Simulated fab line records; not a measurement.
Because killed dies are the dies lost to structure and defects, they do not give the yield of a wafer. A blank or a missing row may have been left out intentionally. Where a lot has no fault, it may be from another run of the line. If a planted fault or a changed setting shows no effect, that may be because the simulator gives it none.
Matching of chambers + flow nand-harc + 4 sister chambers for NHARC_A_WL_FILL_CMP_12 on cmp-03
The step polishes, t overpolish 30 s, target thk 100 nm. 8 wafers are shown with their chamber, then 8 later ones without.

WAFERS WITH THEIR CHAMBER
| wafer  | chamber | motor-current-A (A) | time-to-endpoint-s (s) |
|--------|---------|---------------------|------------------------|
| L079.6 | 3       | 11.3                | 22.0                   |
| L086.2 | 2       | 12.1                | 17.5                   |
| L087.5 | 0       | 10.5                | 17.9                   |
| L087.6 | 1       | 11.1                | 20.4                   |
| L087.1 | 2       | 11.7                | 20.6                   |
| L087.2 | 1       | 10.9                | 21.1                   |
| L087.4 | 3       | 11.0                | 19.7                   |
| L090.3 | 0       | 11.0                | 19.8                   |

WAFERS WITHOUT THEIR CHAMBER
| wafer  | motor-current-A (A) | time-to-endpoint-s (s) |
|--------|---------------------|------------------------|
| L090.4 | 11.4                | 24.5                   |
| L090.6 | 11.6                | 22.3                   |
| L090.1 | 11.8                | 21.0                   |
| L090.2 | 11.9                | 19.3                   |
| L090.5 | 11.5                | 24.0                   |
| L094.1 | 11.5                | 18.3                   |
| L094.4 | 11.7                | 20.9                   |
| L094.5 | 11.3                | 20.8                   |

EACH ONE'S CHAMBER
| wafer  | from the rows above               | in truth |
|--------|-----------------------------------|----------|
| L090.4 | can't be placed: 3 or 1 or 2 or 0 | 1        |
| L090.6 | can't be placed: 3 or 2 or 1 or 0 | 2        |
| L090.1 | can't be placed: 2 or 3 or 1      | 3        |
| L090.2 | 2                                 | 2        |
| L090.5 | can't be placed: 3 or 1 or 2 or 0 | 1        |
| L094.1 | can't be placed: 2 or 3 or 1 or 0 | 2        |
| L094.4 | can't be placed: 2 or 3 or 1      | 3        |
| L094.5 | can't be placed: 3 or 1 or 0 or 2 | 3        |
Correct placement for 1 of the 8. Not placeable from these rows: 7 (in 7, the candidates include the true chamber). Number placed wrongly: 0.
How it was worked out, from the rows above alone: a wafer's distance from a chamber is the root of the sum, over the readings, of the square of ((its reading less the chamber's mean) divided by the reading's scatter). If the next closest chamber is less than 2 further off than the closest, the wafer can't be placed; otherwise it belongs to the closest. A chamber's mean is the mean of its shown wafers. The scatter is the square root of a quotient: the sum, over the shown wafers, of each reading's squared deviation from its chamber's mean, divided by wafers minus chambers.
